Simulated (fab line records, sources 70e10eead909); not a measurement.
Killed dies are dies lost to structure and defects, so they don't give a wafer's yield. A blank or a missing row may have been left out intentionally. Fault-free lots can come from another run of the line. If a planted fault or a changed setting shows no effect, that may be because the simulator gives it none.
Chamber matching || flow nand_harc || NHARC_P_M2_CMP_23 on cmp-01: 4 sister chambers
The step polishes, t overpolish 20 s, target thk 144.3 nm. 27 wafers are shown with their chamber, then 12 later ones without.

## EACH WAFER AND ITS CHAMBER
{"wafer": "L074.2", "chamber": 0, "motor_current_A (A)": 14.6, "time_to_endpoint_s (s)": 33.0}
{"wafer": "L074.3", "chamber": 3, "motor_current_A (A)": 13.1, "time_to_endpoint_s (s)": 29.7}
{"wafer": "L074.4", "chamber": 1, "motor_current_A (A)": 12.1, "time_to_endpoint_s (s)": 33.6}
{"wafer": "L077.1", "chamber": 2, "motor_current_A (A)": 11.8, "time_to_endpoint_s (s)": 25.9}
{"wafer": "L077.5", "chamber": 3, "motor_current_A (A)": 12.7, "time_to_endpoint_s (s)": 31.3}
{"wafer": "L077.6", "chamber": 0, "motor_current_A (A)": 14.9, "time_to_endpoint_s (s)": 31.4}
{"wafer": "L079.1", "chamber": 3, "motor_current_A (A)": 13.6, "time_to_endpoint_s (s)": 32.0}
{"wafer": "L079.2", "chamber": 2, "motor_current_A (A)": 12.5, "time_to_endpoint_s (s)": 26.9}
{"wafer": "L079.6", "chamber": 2, "motor_current_A (A)": 11.9, "time_to_endpoint_s (s)": 26.9}
{"wafer": "L081.1", "chamber": 1, "motor_current_A (A)": 11.6, "time_to_endpoint_s (s)": 33.4}
{"wafer": "L081.2", "chamber": 0, "motor_current_A (A)": 13.7, "time_to_endpoint_s (s)": 31.8}
{"wafer": "L081.6", "chamber": 3, "motor_current_A (A)": 13.0, "time_to_endpoint_s (s)": 33.0}
{"wafer": "L082.2", "chamber": 1, "motor_current_A (A)": 11.9, "time_to_endpoint_s (s)": 33.3}
{"wafer": "L082.3", "chamber": 3, "motor_current_A (A)": 13.2, "time_to_endpoint_s (s)": 34.0}
{"wafer": "L082.6", "chamber": 0, "motor_current_A (A)": 14.2, "time_to_endpoint_s (s)": 31.6}
{"wafer": "L084.1", "chamber": 1, "motor_current_A (A)": 11.4, "time_to_endpoint_s (s)": 28.6}
{"wafer": "L084.2", "chamber": 2, "motor_current_A (A)": 12.0, "time_to_endpoint_s (s)": 30.4}
{"wafer": "L084.5", "chamber": 0, "motor_current_A (A)": 14.6, "time_to_endpoint_s (s)": 31.7}
{"wafer": "L085.1", "chamber": 1, "motor_current_A (A)": 12.0, "time_to_endpoint_s (s)": 30.0}
{"wafer": "L085.4", "chamber": 3, "motor_current_A (A)": 13.7, "time_to_endpoint_s (s)": 31.1}
{"wafer": "L085.6", "chamber": 3, "motor_current_A (A)": 13.3, "time_to_endpoint_s (s)": 31.6}
{"wafer": "L088.2", "chamber": 0, "motor_current_A (A)": 13.9, "time_to_endpoint_s (s)": 31.5}
{"wafer": "L088.3", "chamber": 3, "motor_current_A (A)": 12.9, "time_to_endpoint_s (s)": 31.5}
{"wafer": "L088.6", "chamber": 0, "motor_current_A (A)": 14.2, "time_to_endpoint_s (s)": 34.1}
{"wafer": "L089.1", "chamber": 1, "motor_current_A (A)": 11.2, "time_to_endpoint_s (s)": 32.2}
{"wafer": "L089.5", "chamber": 3, "motor_current_A (A)": 13.5, "time_to_endpoint_s (s)": 30.8}
{"wafer": "L089.6", "chamber": 0, "motor_current_A (A)": 14.6, "time_to_endpoint_s (s)": 33.9}

SIGNATURES (averages over the wafers above)
{"reading": "motor_current_A", "chamber 0": 14.338, "chamber 1": 11.700, "chamber 2": 12.050, "chamber 3": 13.222, "scatter within a chamber": 0.36}
{"reading": "time_to_endpoint_s", "chamber 0": 32.375, "chamber 1": 31.850, "chamber 2": 27.525, "chamber 3": 31.667, "scatter within a chamber": 1.54}
Rule: a wafer lies at a distance from a chamber equal to the root of the sum of squares, over the readings, of (its reading less the chamber's mean, divided by the reading's scatter). If the next closest chamber is less than 2 further off than the closest, the wafer can't be placed; otherwise it belongs to the closest. How the scatter is found: for the shown wafers, subtract from each reading the mean of its chamber, square and add these, divide the total by (wafers less chambers), then take the root.

## WAFERS MISSING THEIR CHAMBER
{"wafer": "L090.4", "motor_current_A (A)": 13.4, "time_to_endpoint_s (s)": 29.6}
{"wafer": "L090.5", "motor_current_A (A)": 14.0, "time_to_endpoint_s (s)": 28.1}
{"wafer": "L090.6", "motor_current_A (A)": 11.1, "time_to_endpoint_s (s)": 30.0}
{"wafer": "L092.4", "motor_current_A (A)": 14.1, "time_to_endpoint_s (s)": 28.7}
{"wafer": "L092.5", "motor_current_A (A)": 12.1, "time_to_endpoint_s (s)": 24.3}
{"wafer": "L092.6", "motor_current_A (A)": 13.5, "time_to_endpoint_s (s)": 29.1}
{"wafer": "L095.1", "motor_current_A (A)": 13.1, "time_to_endpoint_s (s)": 31.8}
{"wafer": "L095.2", "motor_current_A (A)": 12.0, "time_to_endpoint_s (s)": 25.1}
{"wafer": "L095.4", "motor_current_A (A)": 14.7, "time_to_endpoint_s (s)": 28.6}
{"wafer": "L096.3", "motor_current_A (A)": 14.9, "time_to_endpoint_s (s)": 32.9}
{"wafer": "L096.4", "motor_current_A (A)": 11.9, "time_to_endpoint_s (s)": 32.7}
{"wafer": "L096.6", "motor_current_A (A)": 11.5, "time_to_endpoint_s (s)": 31.9}

## CHAMBER TAKEN BY EACH
{"wafer": "L090.4", "from the rows above": "can't be placed: 3 or 0", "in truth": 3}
{"wafer": "L090.5", "from the rows above": "can't be placed: 0 or 3", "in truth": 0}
{"wafer": "L090.6", "from the rows above": "can't be placed: 1 or 2", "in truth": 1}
{"wafer": "L092.4", "from the rows above": "can't be placed: 0 or 3", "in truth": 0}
{"wafer": "L092.5", "from the rows above": 2, "in truth": 2}
{"wafer": "L092.6", "from the rows above": "can't be placed: 3 or 0", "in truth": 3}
{"wafer": "L095.1", "from the rows above": 3, "in truth": 3}
{"wafer": "L095.2", "from the rows above": 2, "in truth": 2}
{"wafer": "L095.4", "from the rows above": "can't be placed: 0 or 3", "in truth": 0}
{"wafer": "L096.3", "from the rows above": 0, "in truth": 0}
{"wafer": "L096.4", "from the rows above": 1, "in truth": 1}
{"wafer": "L096.6", "from the rows above": 1, "in truth": 1}
Placed correctly: 6 of 12. Cannot be placed on the basis of these rows: 6; the candidates contain the true chamber in 6. 0 placed wrongly.
